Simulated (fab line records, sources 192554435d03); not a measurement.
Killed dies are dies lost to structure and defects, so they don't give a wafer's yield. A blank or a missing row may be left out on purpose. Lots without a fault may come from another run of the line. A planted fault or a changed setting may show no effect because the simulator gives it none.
Split-lot experiment | flow n5_finfet | 7 lots, 39 wafers read, on a route of 1938 steps

THE SPLIT
At N5_FIN_SAQP_SPACER1_ALD_24 (deposits SiO2, target thk 20.3 nm, pulse time 1 s, purge time 2 s), the setting temp_c was moved away from the recipe's 300 C on 12 of the 39 wafers read, by -3.8% to +3.4%. The other wafers ran this setting at the recipe's value.

FROM THE SPLIT TO THE READING: what the file shows between them, 1 step
- N5_FIN_SAQP_SPACER1_ETCHBACK_25: etches SiO2 in CHF3/O2, target depth 24.4 nm, time 12.2 s

THE READING
FIN_SAQP.cd_nm (the simulator's own value, which no gauge read), in nm, at N5_FIN_SAQP_MANDREL1_REMOVE_56 (chemistry HBr/Cl2/O2, target a-Si, stops on SiNx, bt time 10 s). The file gives no usual value for it. The 27 wafers here that ran the recipe average 20.3 nm, standard deviation 0.11 nm.

wafer  | tool, chamber at the split | temp_c as run, C | against the recipe | FIN_SAQP.cd_nm, nm | against lot-mates on the recipe
L074.1 | ald_sin-04, 2,1            | 310.3            | +3.4%              | 20                 | -0.2
L074.2 | ald_sin-04, 0,3,1          | 300              | recipe             | 20.4               | -
L074.3 | ald_sin-04, 2,1            | 310.3            | +3.4%              | 19.8               | -0.4
L074.6 | ald_sin-04, 2              | 310.3            | +3.4%              | 19.8               | -0.4
L074.4 | ald_sin-04, 0,3,1          | 300              | recipe             | 20.2               | -
L074.5 | ald_sin-04, 0,3,1          | 300              | recipe             | 20                 | -
L075.1 | ald_sin-03, 0,1,2          | 290.7            | -3.1%              | 21                 | +0.6
L075.3 | ald_sin-03, 0,1,2          | 290.7            | -3.1%              | 21                 | +0.6
L075.5 | ald_sin-03, 0,1,2          | 290.7            | -3.1%              | 21                 | +0.6
L075.2 | ald_sin-03, 2              | 300              | recipe             | 20.4               | -
L075.4 | ald_sin-03, 3,1            | 300              | recipe             | 20.4               | -
L075.6 | ald_sin-03, 3,1            | 300              | recipe             | 20.4               | -
L081.1 | ald_sin-03, 0,1            | 300              | recipe             | 20.2               | -
L081.3 | ald_sin-03, 1              | 300              | recipe             | 20.2               | -
L081.6 | ald_sin-03, 0,1            | 300              | recipe             | 20.2               | -
L081.2 | ald_sin-03, 3,0            | 288.5            | -3.8%              | 21                 | +0.8
L081.5 | ald_sin-03, 3,0            | 288.5            | -3.8%              | 21                 | +0.8
L081.4 | ald_sin-03, 2              | 288.5            | -3.8%              | 21.2               | +1.0
L083.1 | ald_sin-03, 1,0,2,3,0      | 300              | recipe             | 20.4               | -
L083.2 | ald_sin-03, 3              | 300              | recipe             | 20.2               | -
L083.3 | ald_sin-03, 1,0,2,3,0      | 300              | recipe             | 20.2               | -
L083.4 | ald_sin-03, 1,0,2,3,0      | 300              | recipe             | 20.2               | -
L083.5 | ald_sin-03, 1,0,2,3,0      | 300              | recipe             | 20.2               | -
L083.6 | ald_sin-03, 1,0,2,3,0      | 300              | recipe             | 20.2               | -
L086.1 | ald_sin-02, 3              | 300              | recipe             | 20.4               | -
L086.2 | ald_sin-02, 2,1,0          | 291.9            | -2.7%              | 20.8               | +0.5
L086.3 | ald_sin-02, 2,1,0          | 291.9            | -2.7%              | 20.8               | +0.5
L086.4 | ald_sin-02, 2,1,0          | 291.9            | -2.7%              | 20.8               | +0.5
L086.5 | ald_sin-02, 1,0            | 300              | recipe             | 20.2               | -
L086.6 | ald_sin-02, 1,0            | 300              | recipe             | 20.2               | -
L090.1 | ald_sin-03, 3              | 300              | recipe             | 20.2               | -
L090.3 | ald_sin-03, 0,0,3,0        | 300              | recipe             | 20.2               | -
L090.4 | ald_sin-03, 3              | 300              | recipe             | 20.2               | -
L090.5 | ald_sin-03, 0,0,3,0        | 300              | recipe             | 20.2               | -
L090.2 | ald_sin-03, 0,0,3,0        | 300              | recipe             | 20.4               | -
L090.6 | ald_sin-03, 0,0,3,0        | 300              | recipe             | 20.4               | -
L093.2 | ald_sin-02, 3              | 300              | recipe             | 20.4               | -
L093.4 | ald_sin-02, 3              | 300              | recipe             | 20.4               | -
L093.5 | ald_sin-02, 1              | 300              | recipe             | 20.4               | -
Where a row lists several chambers, the file gives one row for several wafers and doesn't say which wafer went through which chamber.

THE FIT
A straight line over all 39 wafers: FIN_SAQP.cd_nm changes by -0.181 nm for each +1% of temp_c; r = -0.93; the points scatter about the line by 0.12 nm.
The same after taking each lot's own level away (the mean of its wafers on the recipe; 39 wafers): -0.172 nm for each +1%; r = -0.94; scatter 0.12 nm.
On that fit, the largest move of temp_c shifts the reading by 0.66 nm.
The lots' own levels span 20.20 to 20.40 nm, that is 1.8 times the standard deviation above.
So the lot-to-lot level changes the slope little: the two slopes agree.
Check: with one of the wafers moved furthest among these (-3.8%) left out of the fit, the line predicts +0.695 nm for it against its lot-mates. It came out at +0.8 nm against them.

OTHER SPLITS ON THESE WAFERS
These wafers also went through other splits before the reading. Each is held against what the fit with the lots' levels taken away leaves over:
other split on the same wafers        | wafers away from the commonest value | r with FIN_SAQP.cd_nm (lot level and that fit taken away)
N5_PMOS_HMC_CHANNEL_EPI_EPI_20 temp_c | 15                                   | -0.32

THE WHOLE CHAIN: every reading that the file lists as answering this split, in the file's order
step                           | what it does                                                      | reading                                                                                 | change (the file's fit)               | r (the file's)
N5_FIN_SAQP_SPACER1_ALD_24     | deposits SiO2, target thk 20.3 nm, pulse time 1 s, purge time 2 s | SiO2_of_FIN_SAQP_SPACER1_ALD_24.thk_nm (the simulator's own value, which no gauge read) | -0.177 nm for each +1% of the setting | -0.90
N5_FIN_SAQP_MANDREL1_REMOVE_56 | chemistry HBr/Cl2/O2, target a-Si, stops on SiNx, bt time 10 s    | FIN_SAQP.cd_nm (the simulator's own value, which no gauge read)                         | -0.179 nm for each +1% of the setting | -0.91

THE FILE'S OWN FIT
FIN_SAQP.cd_nm changes by -0.179 nm for each +1% of temp_c, r = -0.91.
